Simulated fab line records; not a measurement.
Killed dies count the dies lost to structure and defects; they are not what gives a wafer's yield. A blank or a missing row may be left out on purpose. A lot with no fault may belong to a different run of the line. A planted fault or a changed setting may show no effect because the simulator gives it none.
fab line records	flow n5-finfet
record: lots: 7	wafers: 39
route steps=1938 shown FIN_SAQP@100 HKMG_FIN@386
start-h: start of the lot's first displayed wafer, in hours after the record's first day	wait-h: time in hours since the lot's previous step	" as in the row above	L1.1+2: a row that stands for several wafers	- no value, or no start given	* or withheld: withheld	< > ~ a bound
route shown NAME@n: NAME is a module with steps in the file, n the number in the route of the first one	usual: mean/standard deviation of fault-free wafers	same: alike in all rows	chamber/n: place in a boat	sites: per-site readings	_std_site: standard deviation across them	_edge_site: the outer-site mean with the inner-site mean subtracted	radius-mm: for every site, how far away it sits from the centre of the wafer	mask NAME#n: copy n	behind: the last tool/chamber to shape the wafer	hold: reason for holding the lot/hours on hold/outcome of the hold	device: names the non-switching transistor (n, p or np)	end of line: the route-end tests of the same wafers	where a step has no rows: the recipe by itself	killed: count of dies lost to structure and defects at first sort (not the wafer's yield)	map: per-die view of a wafer (x killed, . not killed, _ where there is no die)
set.NAME: the run value of the setting; set.NAME@STEP: its run value at that earlier step	model.NAME: the simulator's own value behind a step, which no gauge read
lots where settings were altered on purpose, with a table for each step and a row for each wafer
== steps ==
step: N5_FIN_SAQP_PECVD_06
recipe: material: a-Si	target-thk-a: 600	temp-c: 400	precursor: SiH4/He	pressure-torr: 3	rf-w: 100	time-s: 48.1
lot.wafer	tool	chamber	start-h	wait-h	set.time-s	model.a-Si_of_FIN_SAQP_PECVD_06.thk-nm
L074.1	pecvd-02	0	22.07	0.0	39.16	48.14
L074.2	"	1	"	"	39.16	48.94
L074.3	"	1	"	"	48.1	60.85
L074.4	"	0	"	"	48.1	59.89
L074.5	"	1	"	"	48.1	60.57
L074.6	"	0	"	"	39.16	49.61
L077.1	pecvd-02	1	39.11	0.0	70.76	88.31
L077.2	"	0	"	"	70.76	88.45
L077.3	"	2	"	"	70.76	88.39
L077.4	"	1	"	"	48.1	60.86
L077.5	"	0	"	"	48.1	60.74
L077.6	"	2	"	"	48.1	59.89
L083.4	pecvd-02	2	75.22	0.0	48.1	60.3
L083.5	"	0	"	"	48.1	59.37
L083.6	"	1	"	"	48.1	59.71
L086.1	pecvd-01	2	93.91	0.0	48.1	60.07
L086.2	"	1	"	"	48.1	58.98
L086.3	"	0	"	"	76.65	95.13
L086.4	"	1	"	"	76.65	95.85
L086.5	"	0	"	"	48.1	60.45
L086.6	"	2	"	"	76.65	97.09
L090.1	pecvd-03	1	117.69	0.0	48.1	59.63
L090.2	"	2	"	"	31.2	38.45
L090.3	"	0	"	"	31.2	37.39
L090.4	"	2	"	"	31.2	38.96
L090.5	"	1	"	"	48.1	60.41
L090.6	"	0	"	"	48.1	59.4
L091.1	pecvd-02	1	124.42	0.0	48.1	59.78
L091.2	"	2	"	"	48.1	59.17
L091.3	"	2	"	"	23.5	28.55
L091.4	"	1	"	"	48.1	60.04
L091.5	"	1	"	"	23.5	29.6
L091.6	"	2	"	"	23.5	28.76
L095.1	pecvd-02	2	148.71	0.0	38.01	47.62
L095.2	"	1	"	"	48.1	59.24
L095.3	"	0	"	"	48.1	60.24
L095.4	"	1	"	"	38.01	48.26
L095.5	"	2	"	"	48.1	61.26
L095.6	"	0	"	"	38.01	47.27
step: N5_FIN_SAQP_THK_MEAS_07
usual: thk-nm: 59.8/0.68
lot.wafer	tool	chamber	start-h	wait-h	set.time-s@FIN_SAQP_PECVD_06	thk-nm
L074.1	film-metro-02	-	22.19	0.1	39.16	48.1
L074.2	"	-	"	"	39.16	48.9
L074.3	"	-	"	"	48.1	60.9
L074.4	"	-	"	"	48.1	59.9
L074.5	"	-	"	"	48.1	60.6
L074.6	"	-	"	"	39.16	49.6
L077.1	film-metro-01	-	39.20	0.1	70.76	88.3
L077.2	"	-	"	"	70.76	88.4
L077.3	"	-	"	"	70.76	88.4
L077.4	"	-	"	"	48.1	60.9
L077.5	"	-	"	"	48.1	60.8
L077.6	"	-	"	"	48.1	59.9
L083.4	film-metro-02	-	75.28	0.0	48.1	60.3
L083.5	"	-	"	"	48.1	59.4
L083.6	"	-	"	"	48.1	59.7
L086.1	film-metro-01	-	94.00	0.1	48.1	60.1
L086.2	"	-	"	"	48.1	59.0
L086.3	"	-	"	"	76.65	95.1
L086.4	"	-	"	"	76.65	95.8
L086.5	"	-	"	"	48.1	60.4
L086.6	"	-	"	"	76.65	97.2
L090.1	film-metro-02	-	117.78	0.1	48.1	59.6
L090.2	"	-	"	"	31.2	38.4
L090.3	"	-	"	"	31.2	37.4
L090.4	"	-	"	"	31.2	39.0
L090.5	"	-	"	"	48.1	60.4
L090.6	"	-	"	"	48.1	59.4
L091.1	film-metro-02	-	124.54	0.1	48.1	59.8
L091.2	"	-	"	"	48.1	59.2
L091.3	"	-	"	"	23.5	28.5
L091.4	"	-	"	"	48.1	60.0
L091.5	"	-	"	"	23.5	29.6
L091.6	"	-	"	"	23.5	28.7
L095.1	film-metro-01	-	148.79	0.1	38.01	47.6
L095.2	"	-	"	"	48.1	59.3
L095.3	"	-	"	"	48.1	60.3
L095.4	"	-	"	"	38.01	48.2
L095.5	"	-	"	"	48.1	61.2
L095.6	"	-	"	"	38.01	47.3
step: N5_FIN_SAQP_HM_DEP_72
recipe: material: SiO2	target-thk-a: 120	temp-c: 400	precursor: SiH4/N2O	pressure-torr: 0.75	rf-w: 275	time-s: 7.2
step: N5_FIN_SAQP_COAT_49
recipe: resist: SOC	temp-c: 250	time-s: 60	spin-rpm: 1500	resist-thk-nm: 100
step: N5_FIN_SAQP_HM_OPEN_73
recipe: chemistry: CHF3/O2	target: SiO2	stop-on: a-Si	target-depth-a: 120	over-etch-frac: 1.8	mask-material: SOC	time-s: 16.8	pressure-mtorr: 30	source-w: 650	bias-w: 170	Ar_flow_sccm: 200	CHF3_flow_sccm: 50	O2_flow_sccm: 5	ion-energy-ev: 200	ends: end-point
step: N5_FIN_SAQP_STRIP_74
recipe: chemistry: CHF3/O2	resist: SiARC	rf-frequency-hz: 6e+07
step: N5_FIN_SAQP_MANDREL_ETCH_22
recipe: target-depth-a: 600	chemistry: HBr/Cl2	target: a-Si	stop-on: SiNx	bt-time-s: 10	over-etch-frac: 0.5	time-s: 30	pressure-mtorr: 10	icp-w: 800	bias-w: 75	HBr_flow_sccm: 150	Cl2_flow_sccm: 80	ends: end-point
usual: oes-product-au: 0.764/0.015
lot.wafer	tool	chamber	start-h	wait-h	set.time-s@FIN_SAQP_PECVD_06	oes-product-au	model.etch.depth-nm
L074.1	rie-si-01	3	24.39	0.0	39.16	0.664	48.14
L074.2	"	2	"	"	39.16	0.698	48.94
L074.3	"	0	"	"	48.1	0.792	60.74
L074.4	"	3	"	"	48.1	0.760	59.83
L074.5	"	2	"	"	48.1	0.787	60.51
L074.6	"	0	"	"	39.16	0.701	49.5
L077.1	rie-si-04	0	40.11	0.0	70.76	0.956	88.22
L077.2	"	3	"	"	70.76	0.997	88.45
L077.3	"	2	"	"	70.76	0.975	88.39
L077.4	"	1	"	"	48.1	0.752	60.69
L077.5	"	2	"	"	48.1	0.769	60.74
L077.6	"	1	"	"	48.1	0.744	59.72
L083.4	rie-si-03	0	76.44	0.1	48.1	0.780	60.3
L083.5	"	3	"	"	48.1	0.766	59.37
L083.6	"	2	"	"	48.1	0.802	59.71
L086.1	rie-si-04	2	94.86	0.0	48.1	0.760	60.07
L086.2	"	3	"	"	48.1	0.766	58.87
L086.3	"	1	"	"	76.65	0.980	90.58
L086.4	"	0	"	"	76.65	0.972	88.35
L086.5	"	2	"	"	48.1	0.765	60.45
L086.6	"	1	"	"	76.65	0.982	90.9
L090.1	rie-si-03	3	118.66	0.0	48.1	0.758	59.63
L090.2	"	2	"	"	31.2	0.633	38.45
L090.3	"	0	"	"	31.2	0.589	37.33
L090.4	"	1	"	"	31.2	0.617	38.85
L090.5	"	2	"	"	48.1	0.797	60.3
L090.6	"	1	"	"	48.1	0.777	59.34
L091.1	rie-si-03	2	125.36	0.0	48.1	0.791	59.67
L091.2	"	3	"	"	48.1	0.758	59.11
L091.3	"	0	"	"	23.5	0.532	28.55
L091.4	"	1	"	"	48.1	0.784	60.04
L091.5	"	2	"	"	23.5	0.556	29.6
L091.6	"	1	"	"	23.5	0.531	28.65
L095.1	rie-si-04	3	150.47	0.0	38.01	0.673	47.62
L095.2	"	1	"	"	48.1	0.743	59.24
L095.3	"	0	"	"	48.1	0.758	60.18
L095.4	"	2	"	"	38.01	0.679	48.15
L095.5	"	1	"	"	48.1	0.755	61.2
L095.6	"	0	"	"	38.01	0.665	47.27
step: N5_FIN_SAQP_STRIP_55
recipe: chemistry: N2/H2	power-w: 500	temp-c: 40	pressure-mtorr: 50	rf-frequency-hz: 6e+07	overash-fraction: 0.3	bias-power-w: 28	h2-frac: 0.5	n2-flow-sccm: 300	h2-flow-sccm: 300
step: N5_FIN_SAQP_STRIP_23
recipe: chemistry: SPM	time-s: 750	temp-c: 130	h2so4-h2o2-vol-ratio: 4
step: N5_FIN_SAQP_SRD_39
recipe: dry: ipa-marangoni	time-s: 30	temp-c: 23	rinse-liquid: diw
step: N5_FIN_SAQP_INSPECT_40
recipe: inspect-instrument: brightfield	mode: aei
usual: raw-defect-count: 218/67
lot.wafer	tool	chamber	start-h	wait-h	set.time-s@FIN_SAQP_PECVD_06	raw-defect-count
L074.1	defect-inspect-01	-	29.29	0.0	39.16	171
L074.2	"	-	"	"	39.16	108
L074.3	"	-	"	"	48.1	145
L074.4	"	-	"	"	48.1	121
L074.5	"	-	"	"	48.1	186
L074.6	"	-	"	"	39.16	233
L077.1	defect-inspect-01	-	45.11	0.0	70.76	1291
L077.2	"	-	"	"	70.76	1096
L077.3	"	-	"	"	70.76	997
L077.4	"	-	"	"	48.1	246
L077.5	"	-	"	"	48.1	227
L077.6	"	-	"	"	48.1	228
L083.4	defect-inspect-02	-	80.59	0.0	48.1	197
L083.5	"	-	"	"	48.1	118
L083.6	"	-	"	"	48.1	176
L086.1	defect-inspect-02	-	100.15	0.0	48.1	282
L086.2	"	-	"	"	48.1	222
L086.3	"	-	"	"	76.65	2037
L086.4	"	-	"	"	76.65	1898
L086.5	"	-	"	"	48.1	256
L086.6	"	-	"	"	76.65	1896
L090.1	defect-inspect-02	-	124.42	0.0	48.1	117
L090.2	"	-	"	"	31.2	177
L090.3	"	-	"	"	31.2	117
L090.4	"	-	"	"	31.2	215
L090.5	"	-	"	"	48.1	197
L090.6	"	-	"	"	48.1	168
L091.1	defect-inspect-01	-	130.35	0.0	48.1	267
L091.2	"	-	"	"	48.1	209
L091.3	"	-	"	"	23.5	285
L091.4	"	-	"	"	48.1	175
L091.5	"	-	"	"	23.5	212
L091.6	"	-	"	"	23.5	238
L095.1	defect-inspect-02	-	156.52	0.0	38.01	274
L095.2	"	-	"	"	48.1	227
L095.3	"	-	"	"	48.1	248
L095.4	"	-	"	"	38.01	458
L095.5	"	-	"	"	48.1	447
L095.6	"	-	"	"	38.01	225
step: N5_HKMG_FIN_HK_ALD_01
recipe: material: HfO2	target-thk-a: 16	temp-c: withheld	ald-precursor-family: HfCl4	ald-co-reactant: H2O	pulse-time-s: 3	purge-time-s: 3	co-reactant-purge-time-s: 2.5	co-reactant-pulse-time-s: 0.3	ald-cycles: 30
lot.wafer	tool	chamber	start-h	wait-h	set.ald-cycles	model.HfO2_of_HKMG_FIN_HK_ALD_01.thk-nm
L074.1+2+3	ald-hk-02	3,0,2	75.17	0.0	14	0.8
L074.4+5+6	"	1,0,1	"	"	30	1.6
L077.1+3+4	ald-hk-03	2,1,0	89.93	0.0	30	1.6
L077.2+5+6	"	3,2,3	"	"	23	1.2
L083.4+5+6	ald-hk-02	3,0,3	123.80	0.0	30	1.6
L086.1+4+5	ald-hk-01	2,1,0	142.53	0.0	24	1.2
L086.2+3+6	"	3,0,1	"	"	30	1.6
L090.1+3+4	ald-hk-01	0,3,1	169.34	0.0	40	2.2
L090.2+5+6	"	2,1,0	"	"	30	1.6
L091.1+2+3+4+5+6	ald-hk-01	1,2,3,0,1,0	176.46	0.0	30	1.6
L095.1+2+3+4+5+6	ald-hk-01	2,1,0,3,0,3	204.38	0.0	30	1.6
step: N5_HKMG_FIN_HK_ANNEAL_02
recipe: temp-c: 700	time-s: 30	ambient: N2	idle-temp-c: 600	ramp-up-c-per-s: 150	ramp-down-c-per-s: 60	cool-to-c: 600
step: N5_HKMG_FIN_ALD_74
recipe: material: La2O3	target-thk-a: 5	temp-c: 250	ald-precursor-family: La-Cp	ald-co-reactant: O3	pulse-time-s: 6	co-reactant-pulse-time-s: 1	purge-time-s: 3	co-reactant-purge-time-s: 3
step: N5_HKMG_FIN_WET_ETCH_82
recipe: chemistry: dHCl	mix: 1:10000	temp-c: 25	target: La2O3	stop-on: HfO2	target-depth-nm: 2	dry: ipa-marangoni	rinse-time-s: 30	rinse-temp-c: 23
step: N5_HKMG_FIN_ALD_36
recipe: material: TiN	target-thk-a: 10	temp-c: 400	ald-precursor-family: TiCl4	ald-co-reactant: NH3	pulse-time-s: 1	purge-time-s: 3	co-reactant-purge-time-s: 2	co-reactant-pulse-time-s: 2	ald-cycles: 47	pressure-torr: 3
step: N5_HKMG_FIN_THK_MEAS_70
recipe: thk-meas-gauge: xrf	reads: HfO2_of_HKMG_FIN_HK_ALD_01
usual: HK_THK: 1.613/0.018
lot.wafer	tool	chamber	start-h	wait-h	set.ald-cycles@HKMG_FIN_HK_ALD_01	HK_THK[nm]
L074.1	film-metro-02	-	78.79	0.2	14	0.755
L074.2	"	-	"	"	14	0.759
L074.3	"	-	"	"	14	0.773
L074.4	"	-	"	"	30	1.645
L074.5	"	-	"	"	30	1.627
L074.6	"	-	"	"	30	1.621
L077.1	film-metro-02	-	93.38	0.2	30	1.608
L077.2	"	-	"	"	23	1.203
L077.3	"	-	"	"	30	1.574
L077.4	"	-	"	"	30	1.632
L077.5	"	-	"	"	23	1.206
L077.6	"	-	"	"	23	1.204
L083.4	film-metro-01	-	127.57	0.2	30	1.611
L083.5	"	-	"	"	30	1.617
L083.6	"	-	"	"	30	1.607
L086.1	film-metro-01	-	146.24	0.2	24	1.294
L086.2	"	-	"	"	30	1.596
L086.3	"	-	"	"	30	1.625
L086.4	"	-	"	"	24	1.297
L086.5	"	-	"	"	24	1.293
L086.6	"	-	"	"	30	1.625
L090.1	film-metro-02	-	172.93	0.2	40	2.177
L090.2	"	-	"	"	30	1.587
L090.3	"	-	"	"	40	2.142
L090.4	"	-	"	"	40	2.153
L090.5	"	-	"	"	30	1.622
L090.6	"	-	"	"	30	1.602
L091.1	film-metro-01	-	179.96	0.2	30	1.629
L091.2	"	-	"	"	30	1.624
L091.3	"	-	"	"	30	1.607
L091.4	"	-	"	"	30	1.619
L091.5	"	-	"	"	30	1.618
L091.6	"	-	"	"	30	1.628
L095.1	film-metro-02	-	208.08	0.2	30	1.587
L095.2	"	-	"	"	30	1.620
L095.3	"	-	"	"	30	1.623
L095.4	"	-	"	"	30	1.606
L095.5	"	-	"	"	30	1.563
L095.6	"	-	"	"	30	1.605
== key ==
split: step: N5_FIN_SAQP_PECVD_06	setting: time-s	stated: 48.1	by: wafer
response: step: N5_FIN_SAQP_PECVD_06	reading: model.a-Si_of_FIN_SAQP_PECVD_06.thk-nm	change: +0.604	per: 1%	r: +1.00
response: step: N5_FIN_SAQP_THK_MEAS_07	reading: thk-nm	change: *	per: 1%	r: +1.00
response: step: N5_FIN_SAQP_MANDREL_ETCH_22	reading: oes-product-au	change: +0.00428	per: 1%	r: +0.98
response: step: N5_FIN_SAQP_MANDREL_ETCH_22	reading: model.etch.depth-nm	change: +0.569	per: 1%	r: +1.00
response: step: N5_FIN_SAQP_INSPECT_40	reading: raw-defect-count	shape: bent	at-lowest: 245	at-stated: 212	at-highest: 1944
split: step: N5_HKMG_FIN_HK_ALD_01	setting: ald-cycles	stated: 30	by: wafer
response: step: N5_HKMG_FIN_HK_ALD_01	reading: model.HfO2_of_HKMG_FIN_HK_ALD_01.thk-nm	change: +0.0163	per: 1%	r: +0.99
response: step: N5_HKMG_FIN_THK_MEAS_70	reading: HK_THK	change: +0.0164	per: 1%	r: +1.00
